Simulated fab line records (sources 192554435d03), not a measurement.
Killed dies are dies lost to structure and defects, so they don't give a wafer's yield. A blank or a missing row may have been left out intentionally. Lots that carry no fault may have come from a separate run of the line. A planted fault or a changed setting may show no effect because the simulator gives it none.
Which tool is to blame? || flow n5_finfet || Sampling: 8 lots, 23 wafers, 6 of 1938 route steps

== WHAT THE GAUGES SHOWED, per wafer ==
N5_BEOL_M4_RC_MEAS_101.
{"lot": "L282", "measured": "day 8 10:25", "on": "prober-02", "DIBL_N (mV/V)": "38.3 35.3 35.2"}
{"lot": "L284", "measured": "day 8 13:13", "on": "prober-02", "DIBL_N (mV/V)": "33.3 36.9 33.6"}
{"lot": "L287", "measured": "day 9 06:28", "on": "prober-01", "DIBL_N (mV/V)": "34.8 34.5 38.4"}
{"lot": "L289", "measured": "day 10 17:14", "on": "prober-02", "DIBL_N (mV/V)": "38.9 35.9 36.7"}
{"lot": "L292", "measured": "day 11 15:52", "on": "prober-01", "DIBL_N (mV/V)": "34.2 35.7 39.3"}
{"lot": "L293", "measured": "day 11 16:26", "on": "prober-02", "DIBL_N (mV/V)": "38.8 38.7"}
{"lot": "L295", "measured": "day 12 04:50", "on": "prober-01", "DIBL_N (mV/V)": "38.4 33.5 37.6"}
{"lot": "L297", "measured": "day 12 19:57", "on": "prober-02", "DIBL_N (mV/V)": "32.4 35.0 32.9"}

== WHICH TOOL RAN EACH LOT (tool, then ch and the chambers of the sampled wafers, then the start) ==
{"lot": "L282", "N5_BEOL_M0_SAQP_MANDREL_ETCH_103": "rie_si-05 ch 1,2,3, day 6 03:47", "N5_BEOL_M0_SAQP_ETCH_73": "rie_diel-01 ch 0,1,2, day 6 05:53", "N5_BEOL_M0_SAQP_STRIP_75": "rie_diel-03 ch 0,1,3, day 6 06:45", "N5_BEOL_M0_CUTY_ETCH_63": "rie_diel-06 ch 0,1,3, day 6 07:35", "N5_BEOL_M0_ETCH_138": "rie_diel-06 ch 0,1,3, day 6 07:42"}
{"lot": "L284", "N5_BEOL_M0_SAQP_MANDREL_ETCH_103": "rie_si-04 ch 0,1,3, day 6 07:56", "N5_BEOL_M0_SAQP_ETCH_73": "rie_diel-03 ch 1,2,3, day 6 10:23", "N5_BEOL_M0_SAQP_STRIP_75": "rie_diel-02 ch 0,3, day 6 11:14", "N5_BEOL_M0_CUTY_ETCH_63": "rie_diel-06 ch 0,3, day 6 11:41", "N5_BEOL_M0_ETCH_138": "rie_diel-06 ch 0,3, day 6 11:49"}
{"lot": "L287", "N5_BEOL_M0_SAQP_MANDREL_ETCH_103": "rie_si-05 ch 0,2,3, day 6 23:22", "N5_BEOL_M0_SAQP_ETCH_73": "rie_diel-02 ch 1,2,3, day 7 01:35", "N5_BEOL_M0_SAQP_STRIP_75": "rie_diel-01 ch 1,2,3, day 7 02:55", "N5_BEOL_M0_CUTY_ETCH_63": "rie_diel-06 ch 0,1,2, day 7 03:22", "N5_BEOL_M0_ETCH_138": "rie_diel-06 ch 0,1,2, day 7 03:29"}
{"lot": "L289", "N5_BEOL_M0_SAQP_MANDREL_ETCH_103": "rie_si-02 ch 0,2,3, day 7 13:47", "N5_BEOL_M0_SAQP_ETCH_73": "rie_diel-01 ch 1,2,3, day 7 16:45", "N5_BEOL_M0_SAQP_STRIP_75": "rie_diel-03 ch 0,1,2, day 7 17:46", "N5_BEOL_M0_CUTY_ETCH_63": "rie_diel-06 ch 0,1,3, day 7 18:20", "N5_BEOL_M0_ETCH_138": "rie_diel-06 ch 0,1,3, day 7 18:27"}
{"lot": "L292", "N5_BEOL_M0_SAQP_MANDREL_ETCH_103": "rie_si-02 ch 0,1, day 8 08:32", "N5_BEOL_M0_SAQP_ETCH_73": "rie_diel-02 ch 0,1, day 8 10:58", "N5_BEOL_M0_SAQP_STRIP_75": "rie_diel-02 ch 1,3, day 8 11:59", "N5_BEOL_M0_CUTY_ETCH_63": "rie_diel-06 ch 1,2, day 8 12:25", "N5_BEOL_M0_ETCH_138": "rie_diel-06 ch 1,2, day 8 12:33"}
{"lot": "L293", "N5_BEOL_M0_SAQP_MANDREL_ETCH_103": "rie_si-02 ch 0,2, day 8 15:13", "N5_BEOL_M0_SAQP_ETCH_73": "rie_diel-03 ch 1,2, day 8 17:34", "N5_BEOL_M0_SAQP_STRIP_75": "rie_diel-02 ch 1, day 8 18:26", "N5_BEOL_M0_CUTY_ETCH_63": "rie_diel-04 ch 1, day 8 19:00", "N5_BEOL_M0_ETCH_138": "rie_diel-04 ch 1, day 8 19:08"}
{"lot": "L295", "N5_BEOL_M0_SAQP_MANDREL_ETCH_103": "rie_si-04 ch 0,2,3, day 9 02:00", "N5_BEOL_M0_SAQP_ETCH_73": "rie_diel-03 ch 0,2,3, day 9 04:06", "N5_BEOL_M0_SAQP_STRIP_75": "rie_diel-03 ch 1,2,3, day 9 04:58", "N5_BEOL_M0_CUTY_ETCH_63": "rie_diel-04 ch 1,2,3, day 9 05:38", "N5_BEOL_M0_ETCH_138": "rie_diel-04 ch 1,2,3, day 9 05:46"}
{"lot": "L297", "N5_BEOL_M0_SAQP_MANDREL_ETCH_103": "rie_si-02 ch 1,2, day 9 14:30", "N5_BEOL_M0_SAQP_ETCH_73": "rie_diel-01 ch 0,2,3, day 9 16:37", "N5_BEOL_M0_SAQP_STRIP_75": "rie_diel-02 ch 0,1, day 9 17:28", "N5_BEOL_M0_CUTY_ETCH_63": "rie_diel-06 ch 0,2, day 9 17:55", "N5_BEOL_M0_ETCH_138": "rie_diel-06 ch 0,2, day 9 18:02"}
- N5_BEOL_M0_SAQP_MANDREL_ETCH_103: etches a-Si in HBr/Cl2, stops on SiCN, target depth 45 nm, bt time 10 s, time 27 s.
- N5_BEOL_M0_SAQP_ETCH_73: etches SiARC in CF4, target depth 19.5 nm, time 32.5 s.
- N5_BEOL_M0_SAQP_STRIP_75: strips in CF4.
- N5_BEOL_M0_CUTY_ETCH_63: etches SOC in N2/H2, target depth 82.7 nm, overetch 16.5 nm, time 124 s.
- N5_BEOL_M0_ETCH_138: etches SiCN in CH3F/O2, target depth 12 nm, time 31.6 s.

== THE ANSWER, worked out from the rows above alone ==
Rule: what is usual is taken from the lots themselves. The widest of any qualifying gaps counts: lots, ordered by their means at a reading, are off when they make up no more than a third of the lots, leave a main group of 4 or more, and stand apart from it by 3 or more times the standard deviation of that group's means. A main group is skipped when, at the precision printed for the reading in the tables above, its means are all equal. Also off: a lot with no number at a reading for which 4 or more lots have one. The other lots that the step has rows for count as sound.
No lot is off on any of the readings shown, so nothing can be concluded from this.

== WHAT HAD BEEN PUT IN BY THE SIMULATOR ==
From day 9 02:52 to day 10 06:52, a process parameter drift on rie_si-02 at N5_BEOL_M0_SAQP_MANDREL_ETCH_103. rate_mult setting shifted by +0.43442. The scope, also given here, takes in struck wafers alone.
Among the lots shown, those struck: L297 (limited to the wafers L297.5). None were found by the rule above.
